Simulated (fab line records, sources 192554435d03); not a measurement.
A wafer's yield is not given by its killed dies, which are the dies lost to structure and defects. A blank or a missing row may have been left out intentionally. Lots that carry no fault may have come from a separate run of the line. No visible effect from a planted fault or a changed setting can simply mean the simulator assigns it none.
Chamber matching / flow n5-finfet / 3 sister chambers for N5_BEOL_M15_ILD_DEP_00 on pecvd-04
The step deposits SiO2 from TEOS/O2, target thk 1629.3 nm, time 346.1 s. 3 wafers are shown with their chamber, then 9 later ones without.

WAFERS WITH THEIR CHAMBER
wafer=L081.4; chamber=1; showerhead-plenum-p-Torr (Torr)=8.30
wafer=L082.5; chamber=0; showerhead-plenum-p-Torr (Torr)=8.40
wafer=L082.6; chamber=2; showerhead-plenum-p-Torr (Torr)=8.29

WAFERS WITH NO CHAMBER GIVEN
wafer=L091.1; showerhead-plenum-p-Torr (Torr)=8.28
wafer=L091.2; showerhead-plenum-p-Torr (Torr)=8.29
wafer=L091.3; showerhead-plenum-p-Torr (Torr)=8.33
wafer=L090.1; showerhead-plenum-p-Torr (Torr)=8.31
wafer=L090.3; showerhead-plenum-p-Torr (Torr)=8.29
wafer=L090.6; showerhead-plenum-p-Torr (Torr)=8.29
wafer=L097.1; showerhead-plenum-p-Torr (Torr)=8.44
wafer=L097.2; showerhead-plenum-p-Torr (Torr)=8.31
wafer=L097.5; showerhead-plenum-p-Torr (Torr)=8.31

WHICH CHAMBER EACH WENT THROUGH
wafer=L091.1; from the rows above=can't be placed: 2 or 1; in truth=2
wafer=L091.2; from the rows above=can't be placed: 2 or 1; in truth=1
wafer=L091.3; from the rows above=can't be placed: 1 or 2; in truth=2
wafer=L090.1; from the rows above=can't be placed: 1 or 2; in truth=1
wafer=L090.3; from the rows above=can't be placed: 2 or 1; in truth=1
wafer=L090.6; from the rows above=can't be placed: 2 or 1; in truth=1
wafer=L097.1; from the rows above=0; in truth=0
wafer=L097.2; from the rows above=can't be placed: 1 or 2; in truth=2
wafer=L097.5; from the rows above=can't be placed: 1 or 2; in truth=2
Correctly placed: 1 of 9. These rows do not allow placing 8 (true chamber among the candidates in 8). 0 placed wrongly.
How it was worked out, from the rows above alone: a wafer's distance from a chamber is the root of the sum, over the readings, of the square of ((its reading less the chamber's mean) divided by the reading's scatter). If the next closest chamber is less than 2 further off than the closest, the wafer can't be placed; otherwise it belongs to the closest. For every chamber, the mean is computed from those of its wafers that are shown. The scatter (one wafer shown for each chamber): square how far every hidden wafer sits from the nearest shown wafer, average those squares and take the square root.
